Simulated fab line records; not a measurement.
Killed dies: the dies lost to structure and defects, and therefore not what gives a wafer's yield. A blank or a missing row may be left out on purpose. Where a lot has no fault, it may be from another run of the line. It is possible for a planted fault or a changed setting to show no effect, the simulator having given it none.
Matching of chambers ; flow n5_finfet ; N5_ILD0_CMP_07 on cmp-02: 4 sister chambers
The step polishes SiO2 flowable, stops on poly-Si, t overpolish 1.18 s, target thk 138.88 nm. 4 wafers are shown with their chamber, then 7 later ones without.

== EACH WAFER AND ITS CHAMBER ==
wafer;chamber;motor_current_A (A)
L083.2;0;11.7
L083.4;1;12.3
L084.2;3;12.0
L084.3;2;11.1

== WAFERS WITH NO CHAMBER GIVEN ==
wafer;motor_current_A (A)
L088.1;12.1
L088.3;11.4
L089.4;11.8
L090.1;12.9
L090.2;11.3
L092.2;11.8
L097.2;10.7

== WHICH CHAMBER EACH WENT THROUGH ==
wafer;from the rows above;in truth
L088.1;can't be placed: 3 or 1 or 0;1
L088.3;can't be placed: 0 or 2 or 3 or 1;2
L089.4;can't be placed: 0 or 3 or 1 or 2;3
L090.1;can't be placed: 1 or 3 or 0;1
L090.2;can't be placed: 2 or 0 or 3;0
L092.2;can't be placed: 0 or 3 or 1 or 2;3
L097.2;can't be placed: 2 or 0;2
Placed correctly: 0 of 7. From these rows, 7 cannot be placed; in 7 the true chamber is one of the candidates. Placed wrongly: 0.
How it was worked out, from the rows above alone: a wafer's distance from a chamber is the root of the sum, over the readings, of the square of ((its reading less the chamber's mean) divided by the reading's scatter). The wafer belongs to the nearest chamber; if the next one is less than 2 further off, it can't be placed. Each chamber's mean is taken over the wafers shown for it. The scatter: root of mean squared gap, hidden wafer to nearest shown wafer, with one shown wafer a chamber.
